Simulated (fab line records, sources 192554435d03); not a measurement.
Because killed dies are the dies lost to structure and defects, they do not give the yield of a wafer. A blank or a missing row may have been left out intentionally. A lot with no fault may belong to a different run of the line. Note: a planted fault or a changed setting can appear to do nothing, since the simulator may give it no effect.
Which tool was responsible? ; flow n5Finfet ; route of 1938 steps, sampled at 1 step: 12 lots, 36 wafers

== WHAT THE GAUGES READ, wafer by wafer ==
N5_BEOL_M10_THK_MEAS_01.
lot;measured;on;M10_ILD_THK (nm)
L076;day 11 16:12;filmMetro-01;269 268 270
L077;day 12 00:35;filmMetro-01;269 269 274
L080;day 12 19:20;filmMetro-01;264 272 271
L081;day 13 02:36;filmMetro-02;272 270 275
L083;day 13 10:37;filmMetro-01;271 267 269
L087;day 14 02:03;filmMetro-01;267 270 271
L086;day 14 16:25;filmMetro-01;267 269 270
L088;day 15 00:37;filmMetro-02;268 271 276
L092;day 15 04:39;filmMetro-02;263 258 269
L095;day 16 09:09;filmMetro-02;271 274 279
L094;day 16 21:25;filmMetro-01;267 269 271
L096;day 17 17:09;filmMetro-02;268 272 273

== WHAT TOOL EACH LOT RAN ON (gives the tool, then ch and the chambers of the sampled wafers, and finally the start) ==
The record shows no process step preceding these readings.

== THE ANSWER, worked out from the rows above alone ==
Rule: usual is defined by the lots themselves. The widest of any qualifying gaps counts: lots, ordered by their means at a reading, are off when they make up no more than a third of the lots, leave a main group of 4 or more, and stand apart from it by 3 or more times the standard deviation of that group's means. A main group is skipped when, at the precision printed for the reading in the tables above, its means are all equal. A lot without any number at a reading at which 4 lots or more have one is off too. The other lots that the step has rows for count as sound.
Nothing can be told from this: no lot is off at any reading shown.

== WHAT THE SIMULATOR HAD INSERTED ==
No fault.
